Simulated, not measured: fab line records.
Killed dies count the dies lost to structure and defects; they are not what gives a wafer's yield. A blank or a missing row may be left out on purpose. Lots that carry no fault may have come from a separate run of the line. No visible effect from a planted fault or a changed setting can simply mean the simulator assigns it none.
fab line records	flow n5Finfet
record: lots: 7	wafers: 21	lastDay: 16
route steps=1938 shown FIN_SAQP@104 BEOL_M4@1111 PASSIVATION@1936
lots that met no fault: taken from a fault-free run of the same line
startH: start of the lot's first displayed wafer, in hours after the record's first day	waitH: hours from the lot's prior step to this one	" the same as in the row above	L1.1+2: a row that stands for several wafers	- no value, or no start was given	* or withheld: withheld	< > ~ a bound
route shown NAME@n: a module of which the file shows steps, and the number in the route of the first	usual: the fault-free wafers' mean and standard deviation	same: alike in all rows	chamber/n: place in a boat	sites: the reading at each site	_std_site: the standard deviation of these	_edge_site: the outer-site mean with the inner-site mean subtracted	radiusMm: how far each site lies from the wafer's centre	mask NAME#n: copy n	behind: tool/chamber where the wafer was last shaped	hold: reason for holding the lot/hours on hold/outcome of the hold	device: which transistor (n, p or np) failed to switch	end of line: the route-end tests of the same wafers	for a step that has no rows: nothing shown but its recipe	killed: dies that structure and defects cost at the first sort, which is not the same as the wafer's yield	map: shows each die of a wafer: x if killed, . if not, _ if none is there
set.NAME: setting as actually run; set.NAME@STEP: the setting as run at that earlier step	model.NAME: the simulator's own value behind a step, which no gauge read
lots at some steps of the route; a table a step, a row a wafer
services: when a tool's chamber went out of use (startH, in hours from the record's first day, below 0 if earlier), for how many hours, and the reason
== steps ==
step: N5_FIN_SAQP_COAT_50
recipe: resist: SiARC	tempC: 220	timeS: 60	spinRpm: 1500	resistThkNm: 35
step: N5_FIN_SAQP_COAT_10
recipe: resist: CAR-ArF	spinRpm: 1500	resistThkNm: 90
step: N5_FIN_SAQP_EBR_12
recipe: solvent: PGMEA	ebrWidthMm: 1.5
step: N5_FIN_SAQP_SOFTBAKE_11
recipe: tempC: 110	timeS: 60	resist: CAR-ArF
step: N5_FIN_SAQP_EXPOSE_13
recipe: maskId: FIN_CORE	na: 1.35	sourceShape: dipole	sigmaInner: 0.538	sigmaOuter: 0.738	polarization: te	targetCdNm: 35.6	doseMj: 63.25
step: N5_FIN_SAQP_PEB_14
recipe: pebTempC: withheld	pebTimeS: 60	resist: CAR-ArF
step: N5_FIN_SAQP_DEVELOP_15
recipe: developTimeS: 30	developer: TMAH	resist: CAR-ArF	devTempC: 23	rinseLiquid: diw	dry: airSpin
step: N5_FIN_SAQP_CD_MEAS_16
recipe: targetCdNm: 35.6	landingEnergyEv: 500	detector: seInlens
usual: cdNm: 35.7/0.32
lot.wafer	tool	chamber	startH	waitH	cdNm
L406.3	cdSem-02	0	33.74	-	35.3
L406.5	"	0	"	"	35.4
L406.6	"	0	"	"	35.7
L409.2	cdSem-03	0	51.87	-	35.6
L409.5	"	0	"	"	35.9
L409.6	"	0	"	"	36.0
L410.1	cdSem-03	0	59.07	-	35.3
L410.3	"	0	"	"	35.5
L410.4	"	0	"	"	35.8
L411.2	cdSem-03	0	63.64	-	35.2
L411.5	"	0	"	"	35.6
L411.6	"	0	"	"	35.9
L412.1	cdSem-02	0	69.82	-	35.7
L412.3	"	0	"	"	36.1
L412.6	"	0	"	"	35.8
L422.1	cdSem-03	0	129.69	-	35.4
L422.3	"	0	"	"	35.5
L422.6	"	0	"	"	35.9
L423.1	cdSem-02	0	137.59	-	36.0
L423.2	"	0	"	"	35.7
L423.4	"	0	"	"	35.9
step: N5_FIN_SAQP_OVL_MEAS_17
recipe: pointsPerWafer: 44
usual: FIN_CORE_OVL: 0.3/0.74
lot.wafer	tool	chamber	startH	waitH	FIN_CORE_OVL[nm]
L406.3	overlay-02	0	33.78	0.0	-0.3
L406.5	"	0	"	"	-0.3
L406.6	"	0	"	"	-0.5
L409.2	overlay-01	0	51.91	0.0	0.0
L409.5	"	0	"	"	1.3
L409.6	"	0	"	"	0.7
L410.1	overlay-02	0	59.11	0.0	-0.5
L410.3	"	0	"	"	0.9
L410.4	"	0	"	"	0.1
L411.2	overlay-02	0	63.68	0.0	0.3
L411.5	"	0	"	"	-0.1
L411.6	"	0	"	"	0.1
L412.1	overlay-02	0	69.86	0.0	1.1
L412.3	"	0	"	"	2.0
L412.6	"	0	"	"	0.8
L422.1	overlay-01	0	129.73	0.0	-0.1
L422.3	"	0	"	"	-0.5
L422.6	"	0	"	"	0.5
L423.1	overlay-01	0	137.63	0.0	0.3
L423.2	"	0	"	"	0.3
L423.4	"	0	"	"	0.7
step: N5_FIN_SAQP_INSPECT_18
recipe: mode: adi	inspectInstrument: brightfield
usual: rawDefectCount: 485/140
lot.wafer	tool	chamber	startH	waitH	rawDefectCount
L406.3	defectInspect-02	-	33.80	0.0	711
L406.5	"	-	"	"	637
L406.6	"	-	"	"	720
L409.2	defectInspect-02	-	51.93	0.0	575
L409.5	"	-	"	"	556
L409.6	"	-	"	"	484
L410.1	defectInspect-02	-	59.14	0.0	808
L410.3	"	-	"	"	632
L410.4	"	-	"	"	731
L411.2	defectInspect-02	-	63.71	0.0	465
L411.5	"	-	"	"	457
L411.6	"	-	"	"	735
L412.1	defectInspect-02	-	69.89	0.0	488
L412.3	"	-	"	"	540
L412.6	"	-	"	"	676
L422.1	defectInspect-01	-	129.75	0.0	294
L422.3	"	-	"	"	391
L422.6	"	-	"	"	431
L423.1	defectInspect-01	-	137.66	0.0	316
L423.2	"	-	"	"	428
L423.4	"	-	"	"	524
step: N5_FIN_SAQP_DESCUM_21
recipe: chemistry: O2	timeS: 7.9	sourcePowerW: 50	biasPowerW: 20	pressureMtorr: 20	rfFrequencyHz: 2.712e+07	tempC: 40	resist: CAR-ArF	o2FlowSccm: 225
usual: drypumpMotorCurrentA: 5.8/0.43	oesProductAu: 0.78/0.061	rfVppV: 243.3/1	showerheadPlenumPTorr: 2.11/0.054	throttleValvePct: 20.47/0.25
same: timeS: 7.9
lot.wafer	tool	chamber	startH	waitH	drypumpMotorCurrentA	oesProductAu	rfHoursCounterH	rfVppV	showerheadPlenumPTorr	throttleValvePct
L406.3	rieDiel-02	0	33.84	0.0	6.2	0.71	228	244.7	2.16	20.66
L406.5	"	0	"	"	6.1	0.70	-	244.5	2.16	20.66
L406.6	"	1	"	"	5.8	0.81	-	243.4	2.11	20.52
L409.2	rieDiel-02	0	51.97	0.0	6.2	0.70	234	242.9	2.16	20.69
L409.5	"	0	"	"	6.2	0.70	-	242.8	2.16	20.68
L409.6	"	3	"	"	5.2	0.75	-	242.0	2.11	20.26
L410.1	rieDiel-02	3	59.20	0.1	5.2	0.76	149	243.6	2.11	20.27
L410.3	"	1	"	"	5.8	0.80	118	243.1	2.10	20.53
L410.4	"	3	"	"	5.2	0.75	-	243.0	2.11	20.28
L411.2	rieDiel-02	3	63.88	0.2	5.2	0.76	151	242.0	2.11	20.28
L411.5	"	3	"	"	5.2	0.75	-	242.6	2.11	20.27
L411.6	"	0	"	"	6.1	0.70	-	243.3	2.16	20.68
L412.1	rieDiel-04	1	69.93	0.0	5.6	0.88	43	241.6	2.12	20.46
L412.3	"	2	"	"	5.9	0.83	56	243.8	2.11	19.99
L412.6	"	3	"	"	5.6	0.70	-	243.4	2.17	20.80
L422.1	rieDiel-02	3	129.79	0.0	5.2	0.73	178	242.2	2.10	20.33
L422.3	"	0	"	"	6.2	0.95	7	243.6	2.15	20.31
L422.6	"	3	"	"	5.2	0.73	-	241.3	2.10	20.31
L423.1	rieDiel-04	3	137.75	0.1	5.6	0.70	238	244.1	2.16	20.84
L423.2	"	1	"	"	5.5	0.83	68	242.9	2.11	20.52
L423.4	"	0	"	"	5.3	0.71	190	241.7	2.07	20.35
step: N5_FIN_SAQP_ETCH_51
recipe: chemistry: CF4	target: SiARC	targetDepthA: 455	maskMaterial: CAR-ArF	timeS: 75.8	ionEnergyEv: 80	pressureMtorr: 40	sourceW: 545	biasW: 36	Ar_flow_sccm: 100	cf4FlowSccm: 100	ends: cleared
usual: drypumpMotorCurrentA: 5.8/0.43	etchRfOnTimeS: 76.1/1.7	oesProductAu: 0.66/0.053	rfVppV: 184.3/1	showerheadPlenumPTorr: 2.16/0.055	throttleValvePct: 15.66/0.24
lot.wafer	tool	chamber	startH	waitH	drypumpMotorCurrentA	etchRfOnTimeS	oesProductAu	rfHoursCounterH	rfVppV	showerheadPlenumPTorr	throttleValvePct
L406.3	rieDiel-02	0	33.87	0.0	6.2	75.0	0.61	228	186.1	2.21	15.93
L406.5	"	0	"	"	6.2	75.5	0.60	-	184.9	2.21	15.92
L406.6	"	1	"	"	5.8	74.0	0.70	-	185.6	2.15	15.67
L409.2	rieDiel-02	0	52.00	0.0	6.2	75.8	0.59	234	183.4	2.21	15.95
L409.5	"	0	"	"	6.2	76.7	0.59	-	184.4	2.21	15.94
L409.6	"	3	"	"	5.2	75.8	0.64	-	184.9	2.16	15.54
L410.1	rieDiel-02	3	59.24	0.0	5.2	76.7	0.63	149	184.6	2.16	15.52
L410.3	"	1	"	"	5.8	74.6	0.69	118	183.3	2.15	15.68
L410.4	"	3	"	"	5.2	75.9	0.63	-	184.2	2.16	15.53
L411.2	rieDiel-02	3	63.94	0.0	5.2	75.3	0.64	151	184.4	2.16	15.53
L411.5	"	3	"	"	5.2	75.9	0.64	-	184.2	2.16	15.54
L411.6	"	0	"	"	6.2	76.0	0.59	-	184.6	2.21	15.94
L412.1	rieDiel-04	1	69.96	0.0	5.5	74.3	0.75	43	185.2	2.17	15.59
L412.3	"	2	"	"	6.0	77.4	0.70	56	185.1	2.17	15.23
L412.6	"	3	"	"	5.6	74.8	0.61	-	185.1	2.22	16.05
L422.1	rieDiel-02	3	129.82	0.0	5.2	76.8	0.62	178	183.2	2.15	15.60
L422.3	"	0	"	"	6.1	77.8	0.80	7	184.0	2.20	15.50
L422.6	"	3	"	"	5.2	76.7	0.61	-	184.6	2.15	15.59
L423.1	rieDiel-04	3	137.78	0.0	5.6	73.7	0.60	238	185.4	2.21	16.11
L423.2	"	1	"	"	5.5	74.3	0.72	68	182.8	2.17	15.66
L423.4	"	0	"	"	5.3	74.7	0.62	190	183.1	2.13	15.60
step: N5_FIN_SAQP_ETCH_52
recipe: chemistry: N2/H2	target: SOC	targetDepthA: 1000	overetchA: 200	maskMaterial: SiARC	tempC: 40	timeS: 150	ionEnergyEv: 200	pressureMtorr: 30	sourceW: 840	biasW: 150	n2FlowSccm: 200	h2FlowSccm: 200	ends: endPoint
usual: drypumpMotorCurrentA: 5.8/0.43	n2FlowSccm: 200.0/0.57	oesProductAu: 0.70/0.055	rfVppV: 524.5/1.9	showerheadPlenumPTorr: 2.56/0.056	throttleValvePct: 17.83/0.19
lot.wafer	tool	chamber	startH	waitH	drypumpMotorCurrentA	n2FlowSccm	oesProductAu	rfHoursCounterH	rfVppV	showerheadPlenumPTorr	throttleValvePct	model.SiARC_of_FIN_SAQP_COAT_50.thkNm
L406.3	rieDiel-02	0	33.93	0.0	6.2	200.1	0.63	228	526.2	2.62	17.99	29.28
L406.5	"	0	"	"	6.2	200.4	0.63	-	526.4	2.62	17.98	29.23
L406.6	"	1	"	"	5.8	199.4	0.73	-	523.3	2.54	17.71	29.13
L409.2	rieDiel-02	0	52.06	0.0	6.1	200.4	0.63	234	526.0	2.61	18.00	29.35
L409.5	"	0	"	"	6.1	198.7	0.63	-	525.0	2.61	18.00	29.47
L409.6	"	3	"	"	5.2	200.1	0.67	-	523.4	2.54	17.55	25.46
L410.1	rieDiel-02	3	59.30	0.0	5.2	200.6	0.67	149	524.1	2.54	17.54	25.49
L410.3	"	1	"	"	5.8	200.3	0.71	118	522.9	2.54	17.72	28.85
L410.4	"	3	"	"	5.2	200.9	0.67	-	524.2	2.54	17.55	25.47
L411.2	rieDiel-02	3	64.02	0.1	5.2	199.5	0.67	151	523.3	2.54	17.55	29.31
L411.5	"	3	"	"	5.2	199.6	0.67	-	523.0	2.54	17.54	29.31
L411.6	"	0	"	"	6.2	199.8	0.62	-	525.4	2.61	18.01	25.57
L412.1	rieDiel-04	1	70.02	0.0	5.6	199.9	0.78	43	525.3	2.59	17.93	28.98
L412.3	"	2	"	"	6.0	200.1	0.75	56	524.3	2.58	17.48	29.37
L412.6	"	3	"	"	5.6	199.5	0.63	-	526.6	2.61	17.94	28.99
L422.1	rieDiel-02	3	129.88	0.0	5.2	198.8	0.65	178	523.0	2.52	17.61	29.33
L422.3	"	0	"	"	6.2	200.0	0.85	7	524.8	2.60	17.58	29.46
L422.6	"	3	"	"	5.2	199.2	0.64	-	524.8	2.52	17.59	29.31
L423.1	rieDiel-04	3	137.84	0.0	5.6	199.4	0.62	239	525.8	2.60	17.99	28.73
L423.2	"	1	"	"	5.5	199.5	0.75	68	524.6	2.58	17.96	28.97
L423.4	"	0	"	"	5.3	200.5	0.65	190	523.4	2.53	17.81	29.12
step: N5_FIN_SAQP_STRIP_53
recipe: chemistry: N2/H2	tempC: 40	n2FlowSccm: 200	h2FlowSccm: 200	rfFrequencyHz: 6e+07
step: N5_FIN_SAQP_HM_OPEN_73
recipe: chemistry: CHF3/O2	target: SiO2	stopOn: a-Si	targetDepthA: 120	overEtchFrac: 1.8	maskMaterial: SOC	timeS: 16.8	pressureMtorr: 30	sourceW: 650	biasW: 170	Ar_flow_sccm: 200	CHF3_flow_sccm: 50	O2_flow_sccm: 5	ionEnergyEv: 200	ends: endPoint
usual: CHF3_flow_sccm: 50.00/0.15	drypumpMotorCurrentA: 5.8/0.43	oesProductAu: 0.47/0.037	rfVppV: 523/7.9	showerheadPlenumPTorr: 2.43/0.062	throttleValvePct: 18.90/0.24
lot.wafer	tool	chamber	startH	waitH	CHF3_flow_sccm	drypumpMotorCurrentA	oesProductAu	rfHoursCounterH	rfVppV	showerheadPlenumPTorr	throttleValvePct	model.SiARC_of_FIN_SAQP_COAT_50.thkNm
L406.3	rieDiel-02	0	34.03	0.0	49.85	6.2	0.42	228	520	2.50	19.15	5.453
L406.5	"	0	"	"	49.96	6.2	0.42	-	519	2.50	19.16	5.27
L406.6	"	1	"	"	49.80	5.8	0.49	-	517	2.44	18.98	4.945
L409.2	rieDiel-02	0	52.17	0.0	50.09	6.2	0.42	234	519	2.50	19.16	5.495
L409.5	"	0	"	"	50.37	6.2	0.42	-	518	2.50	19.18	5.585
L409.6	"	3	"	"	50.01	5.2	0.44	-	520	2.43	18.71	1.644
L410.1	rieDiel-02	3	59.40	0.0	49.83	5.2	0.44	149	522	2.43	18.69	1.642
L410.3	"	1	"	"	50.29	5.8	0.47	118	515	2.43	18.98	4.853
L410.4	"	3	"	"	50.00	5.2	0.44	-	520	2.43	18.69	1.716
L411.2	rieDiel-02	3	64.18	0.0	49.85	5.2	0.44	151	521	2.43	18.70	5.709
L411.5	"	3	"	"	49.98	5.3	0.44	-	521	2.43	18.69	5.677
L411.6	"	0	"	"	50.06	6.2	0.42	-	519	2.49	19.18	1.701
L412.1	rieDiel-04	1	70.13	0.0	50.43	5.5	0.51	43	522	2.46	18.95	4.512
L412.3	"	2	"	"	50.11	6.0	0.51	56	522	2.45	18.51	5.836
L412.6	"	3	"	"	49.75	5.6	0.43	-	536	2.49	19.22	4.663
L422.1	rieDiel-02	3	129.99	0.0	49.81	5.2	0.42	178	519	2.42	18.74	5.887
L422.3	"	0	"	"	49.84	6.1	0.57	7	520	2.49	18.79	5.947
L422.6	"	3	"	"	49.74	5.2	0.44	-	519	2.42	18.75	5.81
L423.1	rieDiel-04	3	137.95	0.0	49.92	5.6	0.41	239	536	2.48	19.27	4.369
L423.2	"	1	"	"	50.03	5.5	0.50	68	522	2.45	19.00	4.651
L423.4	"	0	"	"	50.04	5.3	0.43	190	508	2.41	18.87	5.565
step: N5_FIN_SAQP_STRIP_74
recipe: chemistry: CHF3/O2	resist: SiARC	rfFrequencyHz: 6e+07
step: N5_BEOL_M4_RC_MEAS_101
usual: DIBL_N: 36.1/1.6	DIBL_P: 35.8/2.1	IOFF_N: 0.16/0.031	IOFF_P: 0.21/0.034	ION_N: 673/12	ION_P: 461/7.2	SS_N: 71.4/0.59	SS_P: 73.3/0.63	VT_N: 250/3.1	VT_P: -250/3.3
lot.wafer	tool	chamber	startH	waitH	DIBL_N[mV/V]	DIBL_P[mV/V]	IOFF_N[nA/um]	IOFF_P[nA/um]	ION_N[uA/um]	ION_P[uA/um]	SS_N[mV/dec]	SS_P[mV/dec]	VT_N[mV]	VT_P[mV]
L406.3	prober-02	0	186.35	0.3	35.4	35.2	0.12	0.18	651	460	71.8	73.1	252	-251
L406.5	"	0	"	"	34.6	33.7	0.12	0.16	666	452	70.6	72.8	254	-255
L406.6	"	0	"	"	36.8	36.7	0.15	0.20	675	462	72.1	73.5	250	-250
L409.2	prober-01	0	203.01	0.2	38.2	37.8	0.18	0.23	680	463	72.2	73.3	251	-249
L409.5	"	0	"	"	40.0	41.0	0.21	0.29	679	465	72.3	74.3	247	-246
L409.6	"	0	"	"	39.5	39.4	0.21	0.25	690	462	72.2	73.2	246	-247
L410.1	prober-01	0	210.18	0.0	33.8	33.7	0.11	0.16	644	443	71.2	73.1	253	-253
L410.3	"	0	"	"	35.4	34.8	0.14	0.17	656	450	70.8	73.2	250	-255
L410.4	"	0	"	"	35.0	34.2	0.14	0.16	660	444	71.4	73.6	253	-257
L411.2	prober-01	0	215.25	0.2	34.8	33.4	0.13	0.20	667	463	71.3	72.9	250	-247
L411.5	"	0	"	"	34.0	33.0	0.12	0.19	668	463	71.0	73.3	251	-250
L411.6	"	0	"	"	36.1	33.9	0.15	0.21	686	467	71.6	73.0	249	-247
L412.1	prober-01	0	228.01	0.0	35.2	32.7	0.12	0.17	651	461	71.4	72.8	254	-250
L412.3	"	0	"	"	37.4	36.5	0.15	0.23	669	462	72.1	73.6	250	-247
L412.6	"	0	"	"	37.4	37.6	0.16	0.24	682	472	71.1	73.5	251	-248
L422.1	prober-01	0	280.84	0.0	39.6	40.8	0.21	0.29	676	466	72.4	75.0	243	-247
L422.3	"	0	"	"	37.1	36.2	0.16	0.20	670	458	71.8	72.8	249	-250
L422.6	"	0	"	"	37.7	38.0	0.19	0.22	682	460	72.4	73.3	250	-247
L423.1	prober-01	0	284.14	0.0	32.9	31.4	0.10	0.15	633	446	70.2	71.6	260	-256
L423.2	"	0	"	"	35.6	34.5	0.14	0.20	675	460	71.4	73.2	252	-253
L423.4	"	0	"	"	34.8	34.1	0.13	0.19	660	449	70.8	72.9	251	-253
step: N5_PASSIVATION_PROBE_49
usual: defectLimitedYield: 91.0/1.5	killed_at_M0_to_M3: 35/11	killed_at_M4_up: 13/6	killedAtContacts: 14/6.5	killedAtFrontEnd: 40/12	killedAtOther: 4/3.4	killedDies: 106/18	killedOpen: 68/14	killedShort: 35/7.7	sort_bin_5_function: 5.2/0.98	sort_bin_6_memory: 3.4/0.72	sort_bin_8_speed: 0.02/0.24	sortNPass: 1074/18	sortYieldPct: 91.0/1.5
same: grossDies: 1180	killedAtBackSide: 0	sort_bin_4_leakage[%]: 0
lot.wafer	tool	chamber	startH	waitH	defectLimitedYield[%]	killed_at_M0_to_M3	killed_at_M4_up	killedAtContacts	killedAtFrontEnd	killedAtOther	killedDies	killedOpen	killedShort	sort_bin_5_function[%]	sort_bin_6_memory[%]	sort_bin_8_speed[%]	sortNPass	sortYieldPct[%]
L409.2	prober-01	-	301.72	0.1	93.2	27	11	15	20	7	80	51	26	4.2	2.5	0	1100	93.2
L409.5	prober-01	-	301.87	0.2	90.6	42	13	11	41	4	111	77	34	6.4	2.6	0	1069	90.6
L409.6	prober-01	-	301.92	0.3	92.5	30	7	11	36	5	89	59	30	4.2	3.1	0	1091	92.5
L410.1	prober-01	-	306.71	0.0	88.3	36	14	18	67	3	138	109	23	6.3	5.3	0	1042	88.3
L410.3	prober-01	-	306.81	0.1	89.7	62	11	17	31	0	121	79	35	6.0	3.9	0	1059	89.7
L410.4	prober-01	-	306.86	0.2	88.6	27	26	24	57	1	135	95	37	6.5	4.6	0	1045	88.6
L412.1	prober-01	-	335.55	0.0	91.9	30	4	7	50	5	96	55	38	4.9	2.6	0	1084	91.9
L412.3	prober-01	-	335.65	0.1	88.2	31	18	12	66	12	139	88	48	6.7	4.5	0	1041	88.2
L412.6	prober-01	-	335.80	0.3	87.2	28	15	24	74	10	151	107	43	7.2	5.2	0	1029	87.2
L411.2	prober-02	-	361.94	0.1	90.8	17	20	17	44	11	109	75	32	5.2	3.8	0	1071	90.8
L411.5	prober-02	-	362.09	0.2	89.7	44	3	13	57	5	122	80	37	6.4	3.6	0	1058	89.7
L411.6	prober-02	-	362.14	0.3	89.7	25	10	16	66	5	122	81	39	6.9	3.2	0	1058	89.7
L422.1	prober-01	-	386.88	0.0	90.8	46	4	11	44	4	109	51	51	4.7	3.7	0	1071	90.8
L422.3	prober-01	-	386.98	0.1	90.9	37	4	13	52	1	107	70	34	5.4	3.5	0	1073	90.9
L422.6	prober-01	-	387.13	0.3	89.5	47	8	7	61	1	124	81	42	6.0	4.2	0	1056	89.5
killed by level:class
L409.2 MOL_CONTACT_COAG:geometricParticle:open=12 BEOL_M2:geometricParticle:open=8 BEOL_M0_SAQP:geometricParticle:open=6 FIN_SAQP:geometricParticle:short=4 FIN_SAQP:geometricParticle:open=4 BEOL_M0_SAQP:geometricParticle:short=4 DUMMY_GATE:geometricParticle:open=3 BEOL_M2:geometricParticle:short=3
L409.5 BEOL_M2:geometricParticle:open=20 FIN_SAQP:geometricParticle:short=13 FIN_SAQP:geometricParticle:open=12 MOL_CONTACT_COAG:geometricParticle:open=9 BEOL_M1:geometricParticle:open=6 BEOL_M0_SAQP:geometricParticle:open=5 DUMMY_GATE:geometricParticle:open=4 BEOL_M4:geometricParticle:open=4
L409.6 FIN_SAQP:geometricParticle:short=13 BEOL_M2:geometricParticle:open=12 MOL_CONTACT_COAG:geometricParticle:open=10 DUMMY_GATE:geometricParticle:open=8 FIN_SAQP:geometricParticle:open=5 BEOL_M4:geometricParticle:open=5 STI_FIN_REVEAL:geometricParticle:open=4 BEOL_M0_SAQP:geometricParticle:open=4
L410.1 STI_FIN_REVEAL:geometricParticle:open=26 MOL_CONTACT_COAG:geometricParticle:open=14 FIN_SAQP:geometricParticle:open=10 BEOL_M1:geometricParticle:open=9 BEOL_M0_SAQP:geometricParticle:open=9 BEOL_M2:geometricParticle:open=9 STARTING-WAFER:geometricParticle:open=8 ILD0:geometricParticle:open=6
L410.3 BEOL_M0_SAQP:geometricParticle:short=16 MOL_CONTACT_COAG:geometricParticle:open=15 BEOL_M0_SAQP:geometricParticle:open=14 BEOL_M1:geometricParticle:open=11 BEOL_M2:geometricParticle:open=10 STARTING-WAFER:geometricParticle:open=5 FIN_SAQP:geometricParticle:open=4 FIN_SAQP:geometricParticle:short=4
L410.4 MOL_CONTACT_COAG:geometricParticle:open=20 STI_FIN_REVEAL:geometricParticle:open=18 BEOL_M4:geometricParticle:open=15 FIN_SAQP:geometricParticle:short=11 BEOL_M3:geometricParticle:open=7 FIN_SAQP:geometricParticle:open=6 BEOL_M0_SAQP:geometricParticle:short=5 BEOL_M5:geometricParticle:open=5
L412.1 BEOL_M1:geometricParticle:open=10 STI_FIN_REVEAL:geometricParticle:open=8 FIN_SAQP:geometricParticle:short=6 BEOL_M0_SAQP:geometricParticle:short=6 MOL_CONTACT_COAG:geometricParticle:open=5 FIN_SAQP:geometricParticle:open=4 BEOL_M0_SAQP:geometricParticle:open=4 BEOL_M1:geometricParticle:short=4
L412.3 FIN_SAQP:geometricParticle:open=16 STI_FIN_REVEAL:geometricParticle:open=14 MOL_CONTACT_COAG:geometricParticle:open=11 FIN_SAQP:geometricParticle:short=9 BEOL_M0_SAQP:geometricParticle:open=8 BEOL_M4:geometricParticle:open=8 BEOL_M0_SAQP:geometricParticle:short=6 MIM_TOP_ETCH:geometricParticle:short=5
L412.6 FIN_SAQP:geometricParticle:open=20 MOL_CONTACT_COAG:geometricParticle:open=19 FIN_SAQP:geometricParticle:short=18 STI_FIN_REVEAL:geometricParticle:open=11 GATE_CUT:geometricParticle:open=8 BEOL_M1:geometricParticle:open=7 BEOL_M0_SAQP:geometricParticle:short=6 DUMMY_GATE:geometricParticle:open=5
L411.2 MOL_CONTACT_COAG:geometricParticle:open=14 STI_FIN_REVEAL:geometricParticle:open=12 GATE_CUT:geometricParticle:open=7 FIN_SAQP:geometricParticle:open=6 BEOL_M4:geometricParticle:open=6 GATE_CUT:geometricParticle:short=5 BEOL_M0_SAQP:geometricParticle:open=4 BEOL_M3:geometricParticle:open=4
L411.5 STI_FIN_REVEAL:geometricParticle:open=18 MOL_CONTACT_COAG:geometricParticle:open=10 FIN_SAQP:geometricParticle:short=9 BEOL_M2:geometricParticle:open=9 BEOL_M3:geometricParticle:open=9 FIN_SAQP:geometricParticle:open=8 BEOL_M0_SAQP:geometricParticle:open=8 BEOL_M0_SAQP:geometricParticle:short=8
L411.6 STI_FIN_REVEAL:geometricParticle:open=29 MOL_CONTACT_COAG:geometricParticle:open=14 FIN_SAQP:geometricParticle:open=10 FIN_SAQP:geometricParticle:short=9 BEOL_M0_SAQP:geometricParticle:open=6 GATE_CUT:geometricParticle:short=6 BEOL_M0_SAQP:geometricParticle:short=5 BEOL_M2:geometricParticle:open=5
L422.1 BEOL_M0_SAQP:geometricParticle:open=17 BEOL_M0_SAQP:geometricParticle:short=15 MOL_CONTACT_COAG:geometricParticle:open=8 DUMMY_GATE:geometricParticle:open=6 FIN_SAQP:geometricParticle:short=4 FIN_CUT:geometricParticle:short=4 DUMMY_GATE:geometricParticle:short=4 GATE_CUT:geometricParticle:open=4
L422.3 STI_FIN_REVEAL:geometricParticle:open=14 FIN_SAQP:geometricParticle:open=10 MOL_CONTACT_COAG:geometricParticle:open=10 BEOL_M0_SAQP:geometricParticle:open=10 FIN_SAQP:geometricParticle:short=9 BEOL_M0_SAQP:geometricParticle:short=9 STI_FIN_REVEAL:geometricParticle:short=8 BEOL_M2:geometricParticle:open=4
L422.6 STI_FIN_REVEAL:geometricParticle:open=17 BEOL_M0_SAQP:geometricParticle:open=17 FIN_SAQP:geometricParticle:open=12 BEOL_M0_SAQP:geometricParticle:short=12 FIN_SAQP:geometricParticle:short=10 STI_FIN_REVEAL:geometricParticle:short=6 MOL_CONTACT_COAG:geometricParticle:open=6 GATE_CUT:geometricParticle:short=6
== services ==
tool	chamber	startH	hours	kind
rieDiel-02	-	46.23	2.8	pm
rieDiel-02	2	49.88	22.3	repair
rieDiel-02	1	60.94	12.0	repair
rieDiel-02	0	91.12	-	clean
rieDiel-02	0	91.12	-	consumableReplace:focusRing
rieDiel-02	0	91.12	16.2	scheduledDown
rieDiel-02	0	91.12	16.2	ventCycle
== key ==
firstSign none at tools or gauges
modelEffect: step: N5_FIN_SAQP_ETCH_52	value: SiARC_of_FIN_SAQP_COAT_50.thkNm	without: 29.15	struck: 25.5
modelEffect: step: N5_FIN_SAQP_HM_OPEN_73	value: SiARC_of_FIN_SAQP_COAT_50.thkNm	without: 5.327	struck: 1.676
metAt N5_FIN_SAQP_ETCH_52
struckWafers L409.6,L410.1,L410.4,L411.6
onsetBetween 33.93 52.06
fault: kind: processParameterDrift	tool: rieDiel-02	chamber: -	onsetH: 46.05	steps: N5_FIN_SAQP_ETCH_52	channel: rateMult	offset: 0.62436	shape: step	endH: 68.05	scope: struckWafersOnly
